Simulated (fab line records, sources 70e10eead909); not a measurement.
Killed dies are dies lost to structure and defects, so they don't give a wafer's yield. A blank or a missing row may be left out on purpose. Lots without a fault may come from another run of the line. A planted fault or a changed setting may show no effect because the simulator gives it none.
fab line records | flow nand_harc
record lots=12 wafers=36 last_day=30
route steps=1302 shown A_CHANNEL_HOLE_D1@473 A_ONON_D2@549
lots that met no fault: from a run of the same line without faults
start_h: hours from the record's first day to the start of the lot's first wafer shown | wait_h: hours since the lot's step before | " the same as in the row above | L1.1+2: a row that stands for several wafers | - no value, or no start given | * or withheld: withheld | < > ~ a bound
route shown NAME@n: a module of which the file shows steps, and the number in the route of the first | usual: mean/standard deviation of fault-free wafers | same: alike in all rows | chamber/n: place in a boat | sites: the reading at each site | _std_site: their standard deviation | _edge_site: outer sites' mean less inner sites' | radius_mm: how far each site lies from the wafer's centre | mask NAME#n: copy n | behind: the tool/chamber that last shaped the wafer | hold: why the lot was held/for how many hours/how that ended | device: the transistor (n, p or np) that didn't switch | end of line: the same wafers' tests at the end of the route | a step without rows: its recipe alone | killed: dies lost to structure and defects at the first sort, not the wafer's yield | map: a wafer's dies, x killed, . not, _ none there
set.NAME: the setting as run; set.NAME@STEP: as run at that earlier step | model.NAME: the simulator's own value behind a step, which no gauge read
steps of the route over a sample of lots; a table a step, a row a wafer
services: from which hour (start_h, from the record's first day; less than 0 if before it) a tool's chamber was out of use, for how many hours, and why
## steps
# step NHARC_A_CHANNEL_HOLE_D1_ETCH_21
# recipe bias_v=3000 source_w=withheld pressure_mtorr=20 time_s=514.3 ar_flow_sccm=375 c4f8_flow_sccm=89.3 o2_flow_sccm=35.7 temp_c=-20 target_depth_a=16000 chemistry=C4F8/O2/Ar
# usual c4f8_flow_sccm=89.30/0.26 drypump_motor_current_A=6.0/0.7 o2_flow_sccm=35.72/0.11 showerhead_plenum_p_Torr=3.60/0.12 throttle_valve_pct=32.155/0.0092
# columns lot.wafer tool chamber start_h wait_h c4f8_flow_sccm drypump_motor_current_A o2_flow_sccm rf_hours_counter_h showerhead_plenum_p_Torr throttle_valve_pct
L819.2 har_etch-01 1 179.25 0.3 89.33 6.6 35.91 88 3.53 32.156
L819.4 " 0 " " 89.11 5.9 35.70 - 3.73 32.159
L819.5 " 1 " " 89.53 6.5 35.72 - 3.53 32.157
L820.2 har_etch-02 1 192.37 0.3 89.64 4.9 35.80 297 3.77 32.152
L820.4 " 0 " " 89.23 6.7 35.77 - 3.50 32.171
L820.5 " 0 " " 89.19 6.7 35.95 - 3.50 32.137
L821.1 har_etch-01 0 203.11 0.3 89.37 5.8 35.72 96 3.73 32.154
L821.2 " 1 " " 89.82 6.6 35.72 96 3.52 32.168
L821.6 " 0 " " 89.67 5.9 35.71 - 3.73 32.155
L822.1 har_etch-01 0 210.49 0.3 89.33 5.9 35.68 100 3.72 32.155
L822.4 " 1 " " 89.41 6.6 35.86 - 3.52 32.143
L822.6 " 0 " " 89.22 5.9 35.84 - 3.72 32.150
L824.4 har_etch-01 0 227.07 0.3 89.07 5.9 35.61 - 3.72 32.162
L824.6 " 1 " " 89.53 6.6 35.70 - 3.51 32.155
L824.5 " 0 " " 89.17 5.9 35.72 - 3.72 32.167
L825.2 har_etch-01 1 245.99 0.3 89.25 6.5 35.66 123 3.51 32.136
L825.4 " 1 " " 89.60 6.6 35.81 - 3.51 32.148
L825.5 " 1 " " 89.35 6.6 35.72 - 3.51 32.141
L826.2 har_etch-02 0 258.50 0.3 89.01 6.7 35.73 332 3.49 32.164
L826.4 " 0 " " 88.96 6.7 35.70 - 3.49 32.163
L826.5 " 0 " " 89.32 6.7 35.40 - 3.49 32.159
L828.2 har_etch-02 1 274.72 0.3 89.26 4.9 35.81 343 3.74 32.159
L828.3 " 1 " " 89.23 5.0 35.63 - 3.74 32.154
L828.4 " 0 " " 89.38 6.7 35.57 - 3.48 32.156
L829.3 har_etch-02 0 281.09 0.3 89.31 6.7 35.57 - 3.48 32.138
L829.4 " 1 " " 89.44 4.9 35.96 - 3.74 32.150
L829.5 " 1 " " 89.31 4.9 35.68 - 3.74 32.152
L831.3 har_etch-02 1 300.17 0.3 88.68 4.9 35.73 - 3.73 32.158
L831.5 " 0 " " 89.47 6.7 35.78 - 3.47 32.155
L831.6 " 1 " " 89.22 4.9 35.66 - 3.73 32.154
L833.2 har_etch-02 0 322.38 0.3 89.41 6.7 35.68 366 3.47 32.147
L833.3 " 1 " " 89.31 4.9 35.61 - 3.73 32.147
L833.4 " 0 " " 89.37 6.7 35.76 - 3.47 32.152
L834.3 har_etch-02 1 330.76 0.3 89.42 4.9 35.80 - 3.72 32.159
L834.4 " 0 " " 89.12 6.7 35.56 - 3.46 32.165
L834.6 " 1 " " 89.49 5.0 35.92 - 3.72 32.156
# step NHARC_A_CHANNEL_HOLE_D1_ETCH_24
# recipe bias_v=5000 source_w=withheld pressure_mtorr=20 time_s=906.2 ar_flow_sccm=375 c4f8_flow_sccm=93.8 o2_flow_sccm=31.2 temp_c=-20 target_depth_a=15000 chemistry=C4F8/O2/Ar
# usual c4f8_flow_sccm=93.80/0.26 drypump_motor_current_A=6.0/0.7 o2_flow_sccm=31.20/0.084 showerhead_plenum_p_Torr=3.59/0.12 throttle_valve_pct=32.236/0.0089
# columns lot.wafer tool chamber start_h wait_h c4f8_flow_sccm drypump_motor_current_A o2_flow_sccm rf_hours_counter_h showerhead_plenum_p_Torr throttle_valve_pct
L819.2 har_etch-01 1 181.00 0.6 93.79 6.6 31.19 90 3.52 32.246
L819.4 " 0 " " 93.44 5.9 31.10 - 3.72 32.224
L819.5 " 1 " " 93.77 6.6 31.16 - 3.52 32.243
L820.2 har_etch-02 1 194.07 0.6 94.03 4.9 31.02 299 3.76 32.240
L820.4 " 0 " " 94.23 6.7 31.07 - 3.50 32.224
L820.5 " 0 " " 93.92 6.7 31.13 - 3.50 32.243
L821.1 har_etch-01 0 204.81 0.6 94.46 5.8 31.26 98 3.72 32.249
L821.2 " 1 " " 93.83 6.6 31.26 98 3.52 32.240
L821.6 " 0 " " 93.72 5.9 31.18 - 3.72 32.225
L822.1 har_etch-01 0 212.19 0.6 93.96 5.9 31.10 102 3.72 32.240
L822.4 " 1 " " 93.77 6.5 31.25 - 3.52 32.219
L822.6 " 0 " " 94.18 5.9 31.08 - 3.72 32.231
L824.4 har_etch-01 0 228.93 0.6 93.84 5.9 31.19 - 3.71 32.236
L824.6 " 1 " " 94.32 6.5 31.14 - 3.51 32.230
L824.5 " 0 " " 94.24 5.9 31.24 - 3.71 32.238
L825.2 har_etch-01 1 247.76 0.6 93.46 6.6 31.09 124 3.50 32.231
L825.4 " 1 " " 93.36 6.6 31.05 - 3.50 32.250
L825.5 " 1 " " 93.33 6.6 31.19 - 3.50 32.235
L826.2 har_etch-02 0 260.27 0.6 93.94 6.7 31.22 333 3.48 32.234
L826.4 " 0 " " 93.86 6.7 31.30 - 3.48 32.250
L826.5 " 0 " " 93.78 6.7 31.13 - 3.48 32.239
L828.2 har_etch-02 1 276.43 0.6 94.21 4.9 31.19 345 3.73 32.254
L828.3 " 1 " " 94.20 4.9 31.19 - 3.73 32.235
L828.4 " 0 " " 93.72 6.7 31.16 - 3.48 32.239
L829.3 har_etch-02 0 282.90 0.6 94.10 6.7 31.21 - 3.47 32.222
L829.4 " 1 " " 93.66 4.9 31.32 - 3.73 32.249
L829.5 " 1 " " 93.85 5.0 31.33 - 3.73 32.245
L831.3 har_etch-02 1 302.04 0.6 93.88 5.0 31.19 - 3.73 32.223
L831.5 " 0 " " 94.26 6.7 31.24 - 3.47 32.233
L831.6 " 1 " " 93.44 4.9 31.18 - 3.73 32.230
L833.2 har_etch-02 0 324.14 0.6 93.87 6.7 31.21 368 3.46 32.233
L833.3 " 1 " " 94.02 4.9 31.20 - 3.72 32.235
L833.4 " 0 " " 93.75 6.7 31.22 - 3.46 32.235
L834.3 har_etch-02 1 332.59 0.6 94.05 5.0 31.29 - 3.72 32.249
L834.4 " 0 " " 93.55 6.7 31.16 - 3.46 32.226
L834.6 " 1 " " 94.18 4.9 31.25 - 3.72 32.227
# step NHARC_A_ONON_D2_DEP_06
# recipe target_thk_a=10000 n2_flow_sccm=2750 n2o_flow_sccm=2000 nh3_flow_sccm=500 sih4_flow_sccm=210 temp_c=400
# columns lot.wafer tool chamber start_h wait_h
L819.2+4+5 pecvd_onon-04 0 270.66 0.1
L820.2+4+5 pecvd_onon-02 0 283.90 0.1
L821.1+2+6 pecvd_onon-02 0 305.54 0.1
L822.1+4+6 pecvd_onon-03 0 305.56 0.1
L824.4+5+6 pecvd_onon-03 0 316.06 0.4
L825.2+4+5 pecvd_onon-03 0 335.23 0.1
L826.2+4+5 pecvd_onon-04 0 349.11 0.1
L829.3+4+5 pecvd_onon-04 0 375.73 0.2
L828.2+3+4 pecvd_onon-04 0 376.03 0.1
L831.3+5+6 pecvd_onon-04 0 390.37 0.2
L833.2+3+4 pecvd_onon-04 0 417.41 0.1
L834.3+4+6 pecvd_onon-04 0 420.11 0.2
# step NHARC_A_ONON_D2_THK_MEAS_08
# recipe thk_meas_gauge=ellipsometry
# usual thk_nm=1000/10
# columns lot.wafer tool chamber start_h wait_h thk_nm
L819.2 film_metro-02 - 271.12 - 1007
L819.4 " - " " 1011
L819.5 " - " " 1007
L820.2 film_metro-02 - 284.36 - 1000
L820.4 " - " " 1002
L820.5 " - " " 1002
L821.1 film_metro-02 - 306.08 - 1005
L821.2 " - " " 1005
L821.6 " - " " 1006
L822.1 film_metro-02 - 306.10 - 1010
L822.4 " - " " 1011
L822.6 " - " " 1012
L824.4 film_metro-02 - 316.39 - 985
L824.5 " - " " 986
L824.6 " - " " 985
L825.2 film_metro-02 - 335.68 - 998
L825.4 " - " " 998
L825.5 " - " " 998
L826.2 film_metro-02 - 349.56 - 995
L826.4 " - " " 994
L826.5 " - " " 997
L829.3 film_metro-01 - 376.13 - 975
L829.4 " - " " 973
L829.5 " - " " 976
L828.2 film_metro-01 - 376.49 - 992
L828.3 " - " " 994
L828.4 " - " " 992
L831.3 film_metro-01 - 390.76 - 1009
L831.5 " - " " 1008
L831.6 " - " " 1010
L833.2 film_metro-02 - 417.86 - 1002
L833.3 " - " " 1002
L833.4 " - " " 1002
L834.3 film_metro-02 - 420.50 - 1441
L834.4 " - " " 1002
L834.6 " - " " 1002
# step NHARC_A_ONON_D2_THK_MEAS_27
# recipe thk_meas_gauge=ellipsometry
# usual thk_nm=997/9.5
# columns lot.wafer tool chamber start_h wait_h thk_nm
L819.2 film_metro-02 - 282.61 - 999
L819.4 " - " " 1001
L819.5 " - " " 998
L820.2 film_metro-02 - 294.62 - 999
L820.4 " - " " 998
L820.5 " - " " 999
L822.1 film_metro-01 - 316.75 - 991
L822.4 " - " " 991
L822.6 " - " " 991
L821.1 film_metro-02 - 317.07 - 991
L821.2 " - " " 994
L821.6 " - " " 992
L824.4 film_metro-01 - 327.28 - 987
L824.5 " - " " 987
L824.6 " - " " 985
L825.2 film_metro-02 - 346.24 - 984
L825.4 " - " " 986
L825.5 " - " " 986
L826.2 film_metro-02 - 360.02 - 1012
L826.4 " - " " 1013
L826.5 " - " " 1011
L829.3 film_metro-01 - 386.48 - 1005
L829.4 " - " " 1003
L829.5 " - " " 1004
L828.2 film_metro-01 - 386.50 - 1015
L828.3 " - " " 1017
L828.4 " - " " 1017
L831.3 film_metro-02 - 401.80 - 984
L831.5 " - " " 986
L831.6 " - " " 988
L833.2 film_metro-02 - 428.41 - 995
L833.3 " - " " 994
L833.4 " - " " 996
L834.3 film_metro-01 - 428.41 - 997
L834.4 " - " " 999
L834.6 " - " " 999
## services
# columns tool chamber start_h hours kind
pecvd_onon-02 - 185.00 13.0 pm
pecvd_onon-03 - 227.00 13.0 pm
pecvd_onon-04 - 311.12 13.0 pm
pecvd_onon-02 - 366.00 13.0 pm
har_etch-02 - 378.80 17.0 pm
har_etch-02 0 378.80 17.0 vent_cycle
har_etch-02 1 378.80 17.0 vent_cycle
pecvd_onon-04 - 388.29 1.1 repair
har_etch-02 0 395.80 - clean
har_etch-02 0 395.80 - consumable_replace:focus_ring
har_etch-02 0 395.80 - consumable_replace:showerhead
har_etch-02 1 395.80 - clean
har_etch-02 1 395.80 - consumable_replace:focus_ring
pecvd_onon-03 - 408.00 13.0 pm
## key
first_sign step=NHARC_A_ONON_D2_THK_MEAS_08 reading=thk_nm direction=up sigmas=43 usual=1000 struck=1441
effect none on later readings
met_at NHARC_A_ONON_D2_DEP_06
struck_lots L834
struck_wafers L834.3
tester_left_out L834
not_acting_at NHARC_A_CHANNEL_HOLE_D1_ETCH_21,NHARC_A_CHANNEL_HOLE_D1_ETCH_24,NHARC_A_ONON_D2_THK_MEAS_27
onset_between 417.41 420.11
fault kind=process_parameter_drift tool=pecvd_onon-04 chamber=- onset_h=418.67 steps=NHARC_A_ONON_D2_DEP_06 channel=target_thk_a offset=* shape=step end_h=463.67 scope=struck_wafers_only acts_in=* stated=*
# tester_left_out: of these lots the tester's yield and bins aren't shown, on N5 and GAA mostly nor the transistor test; their killed dies are dies lost to structure and defects alone, not to doping, threshold or leakage, so they don't give the yield
